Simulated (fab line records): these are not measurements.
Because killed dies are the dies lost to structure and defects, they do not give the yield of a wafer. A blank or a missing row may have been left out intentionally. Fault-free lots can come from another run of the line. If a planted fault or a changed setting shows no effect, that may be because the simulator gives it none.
One fault seen from 3 desks	flow nandHarc	only its own numbers are on each desk; what lay behind them is given at the end

THE DEFECT DESK
What the inspections along the route counted, lot by lot: means of the sampled wafers that have a number. If a lot's mean is further than 4 standard deviations from the usual mean, the lot is out of limits and carries the mark OUT (the distance appears in the brackets).
Columns: A = rawDefectCount at NHARC_A_CONTACT_INSPECT_44, usual 27
lot	first seen here	A
L870	day 16 16:28	23
L876	day 18 01:37	29
L877	day 18 14:56	34
L881	day 19 14:19	26
L886	day 20 15:51	14
L891	day 22 05:11	15
This desk's verdict: no lot among the 6 shows anything out of limits.

THE METROLOGY DESK
Means of the sampled wafers that have a number, per lot and without regard to the tool the lot ran on: this is what the gauges read. If a lot's mean is further than 4 standard deviations from the usual mean, the lot is out of limits and carries the mark OUT (the distance appears in the brackets).
Columns: A = cdNm at NHARC_A_CONTACT_CD_MEAS_42, usual 200.6 nm; B = overlayXNm at NHARC_A_CONTACT_OVL_MEAS_43, usual 0.0 nm; C = overlayYNm at NHARC_A_CONTACT_OVL_MEAS_43, usual 0.1 nm
lot	first seen here	A	B	C
L870	day 16 16:20	199.8	0.2	-1.0
L876	day 18 01:29	200.7	0.1	0.9
L877	day 18 14:47	200.3	-0.5	-0.3
L881	day 19 14:12	200.7	0.4	0.1
L886	day 20 15:43	201.2	-0.3	0.9
L891	day 22 05:04	200.4	-0.3	0.7
This desk's verdict: no lot among the 6 shows anything out of limits.

TOOL OWNER'S DESK, rieDiel-04
The tool's own readings at NHARC_A_CONTACT_ETCH_51 (etches the open film in O2/COS, target depth 3600 nm, time 936 s): means of the sampled wafers that have a number, for each lot that ran on this tool. If a lot's mean is further than 4 standard deviations from the usual mean, the lot is out of limits and carries the mark OUT (the distance appears in the brackets).
Columns: A = drypumpMotorCurrentA at NHARC_A_CONTACT_ETCH_51, usual 5.7 A; B = oesProductAu at NHARC_A_CONTACT_ETCH_51, usual 0.997 a.u.; C = rfVppV at NHARC_A_CONTACT_ETCH_51, usual 314.6 V; D = runLengthS at NHARC_A_CONTACT_ETCH_51, usual 957.3 s; E = showerheadPlenumPTorr at NHARC_A_CONTACT_ETCH_51, usual 3.15 Torr; F = throttleValvePct at NHARC_A_CONTACT_ETCH_51, usual 28.331 %
lot	first seen here	A	B	C	D	E	F
L870	day 16 17:07	5.5	0.996	315.2	957.2	3.15	28.337
L876	day 18 02:25	5.4	1.002	315.6	957.4	3.19	28.333
L877	day 18 15:35	5.4	0.984	313.6	862.8 (-99 or more) OUT	3.09	28.327
L881	day 19 15:03	5.7	1.015	314.5	863.1 (-99 or more) OUT	3.20	28.337
This desk's verdict: out of limits on L877, L881, starting with L877 at day 18 15:35 (runLengthS at NHARC_A_CONTACT_ETCH_51). L870, L876: within limits.

TAKEN TOGETHER
On L877, L881, at day 18 15:35, an alarm was possible from the tool owner's desk.
The defect desk saw nothing out of limits.
At the metrology desk, nothing out of limits was observed.
The defect desk has L877, L881 on record, within its limits.
The metrology desk has L877, L881 on record, within its limits.
NHARC_A_CONTACT_ETCH_51 was run on rieDiel-04 by each of the lots named.

WHAT WAS PUT IN BY THE SIMULATOR
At NHARC_A_CONTACT_ETCH_51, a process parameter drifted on rieDiel-04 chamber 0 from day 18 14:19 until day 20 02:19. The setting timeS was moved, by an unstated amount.
Lots struck among those shown: L877, L881.
Time in hours from fault onset to the first out-of-limits reading at each desk: the tool owner's desk, 1.
